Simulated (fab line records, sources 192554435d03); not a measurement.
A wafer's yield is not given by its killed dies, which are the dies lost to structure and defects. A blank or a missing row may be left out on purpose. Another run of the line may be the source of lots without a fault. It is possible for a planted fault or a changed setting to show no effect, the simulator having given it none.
Matching of chambers / flow n5_finfet / N5_PMOS_HMC_CHANNEL_EPI_ETCH_38 on rie_si-02: 4 sister chambers
The step etches SiO2 in CF4, target depth 1.5 nm. 4 wafers are shown with their chamber, then 10 later ones without.

== WAFERS PAIRED WITH THEIR CHAMBERS ==
wafer=L085.4; chamber=0; throttle_valve_pct (%)=21.50
wafer=L086.6; chamber=1; throttle_valve_pct (%)=21.49
wafer=L087.1; chamber=3; throttle_valve_pct (%)=21.49
wafer=L087.4; chamber=2; throttle_valve_pct (%)=21.57

== WAFERS WITH NO CHAMBER GIVEN ==
wafer=L087.5; throttle_valve_pct (%)=21.49
wafer=L089.2; throttle_valve_pct (%)=21.51
wafer=L089.4; throttle_valve_pct (%)=21.56
wafer=L089.6; throttle_valve_pct (%)=21.50
wafer=L090.3; throttle_valve_pct (%)=21.48
wafer=L090.5; throttle_valve_pct (%)=21.49
wafer=L090.6; throttle_valve_pct (%)=21.57
wafer=L096.1; throttle_valve_pct (%)=21.57
wafer=L096.2; throttle_valve_pct (%)=21.50
wafer=L096.3; throttle_valve_pct (%)=21.50

== THE CHAMBER EACH PASSED THROUGH ==
wafer=L087.5; from the rows above=can't be placed: 1 or 3 or 0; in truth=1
wafer=L089.2; from the rows above=can't be placed: 0 or 1 or 3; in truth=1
wafer=L089.4; from the rows above=2; in truth=2
wafer=L089.6; from the rows above=can't be placed: 0 or 1 or 3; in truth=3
wafer=L090.3; from the rows above=can't be placed: 1 or 3 or 0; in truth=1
wafer=L090.5; from the rows above=can't be placed: 1 or 3 or 0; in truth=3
wafer=L090.6; from the rows above=2; in truth=2
wafer=L096.1; from the rows above=2; in truth=2
wafer=L096.2; from the rows above=can't be placed: 0 or 1 or 3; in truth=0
wafer=L096.3; from the rows above=can't be placed: 0 or 1 or 3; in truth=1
Correctly placed: 3 of 10. Can't be placed from these rows: 7 (the true chamber is among the candidates in 7). Placed wrongly: 0.
How it was worked out, from the rows above alone: a wafer's distance from a chamber is the root of the sum, over the readings, of the square of ((its reading less the chamber's mean) divided by the reading's scatter). The wafer belongs to the nearest chamber; if the next one is less than 2 further off, it can't be placed. For every chamber, the mean is computed from those of its wafers that are shown. The scatter: root of mean squared gap, hidden wafer to nearest shown wafer, with one shown wafer a chamber.
